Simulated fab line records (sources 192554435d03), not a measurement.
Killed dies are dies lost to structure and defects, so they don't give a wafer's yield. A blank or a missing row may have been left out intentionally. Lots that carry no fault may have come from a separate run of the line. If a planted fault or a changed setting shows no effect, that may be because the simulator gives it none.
Matching of chambers :: flow n5_finfet :: N5_BEOL_M14_ETCH_67 on rie_diel-02 has 4 sister chambers
The step etches SiARC in CF4, target depth 143 nm, time 238.3 s. 8 wafers are shown with their chamber, then 7 later ones without.

== WAFERS PAIRED WITH THEIR CHAMBERS ==
wafer: L078.4
chamber: 1
drypump_motor_current_A (A): 5.2
showerhead_plenum_p_Torr (Torr): 2.13

wafer: L084.6
chamber: 3
drypump_motor_current_A (A): 4.9
showerhead_plenum_p_Torr (Torr): 2.15

wafer: L088.1
chamber: 3
drypump_motor_current_A (A): 4.9
showerhead_plenum_p_Torr (Torr): 2.14

wafer: L087.3
chamber: 2
drypump_motor_current_A (A): 5.8
showerhead_plenum_p_Torr (Torr): 2.24

wafer: L087.4
chamber: 1
drypump_motor_current_A (A): 5.2
showerhead_plenum_p_Torr (Torr): 2.12

wafer: L087.6
chamber: 0
drypump_motor_current_A (A): 6.1
showerhead_plenum_p_Torr (Torr): 2.04

wafer: L090.1
chamber: 2
drypump_motor_current_A (A): 5.8
showerhead_plenum_p_Torr (Torr): 2.24

wafer: L090.2
chamber: 0
drypump_motor_current_A (A): 6.2
showerhead_plenum_p_Torr (Torr): 2.03

== WAFERS WITHOUT THEIR CHAMBER ==
wafer: L090.4
drypump_motor_current_A (A): 5.8
showerhead_plenum_p_Torr (Torr): 2.24

wafer: L093.1
drypump_motor_current_A (A): 6.1
showerhead_plenum_p_Torr (Torr): 2.03

wafer: L093.2
drypump_motor_current_A (A): 5.2
showerhead_plenum_p_Torr (Torr): 2.12

wafer: L093.5
drypump_motor_current_A (A): 5.2
showerhead_plenum_p_Torr (Torr): 2.12

wafer: L092.1
drypump_motor_current_A (A): 6.1
showerhead_plenum_p_Torr (Torr): 2.03

wafer: L092.3
drypump_motor_current_A (A): 4.9
showerhead_plenum_p_Torr (Torr): 2.14

wafer: L092.4
drypump_motor_current_A (A): 5.8
showerhead_plenum_p_Torr (Torr): 2.24

== CHAMBER TAKEN BY EACH ==
wafer: L090.4
from the rows above: 2
in truth: 2

wafer: L093.1
from the rows above: 0
in truth: 0

wafer: L093.2
from the rows above: 1
in truth: 1

wafer: L093.5
from the rows above: 1
in truth: 1

wafer: L092.1
from the rows above: 0
in truth: 0

wafer: L092.3
from the rows above: 3
in truth: 3

wafer: L092.4
from the rows above: 2
in truth: 2
7 of 7 placed correctly. Left unplaced by these rows: 0. Placed wrongly: 0.
How it was worked out, from the rows above alone: a wafer's distance from a chamber is the root of the sum, over the readings, of the square of ((its reading less the chamber's mean) divided by the reading's scatter). If the next closest chamber is less than 2 further off than the closest, the wafer can't be placed; otherwise it belongs to the closest. For every chamber, the mean is computed from those of its wafers that are shown. The scatter: the root of (the sum of the squares of (reading less its chamber's mean) over the shown wafers, divided by (wafers less chambers)).
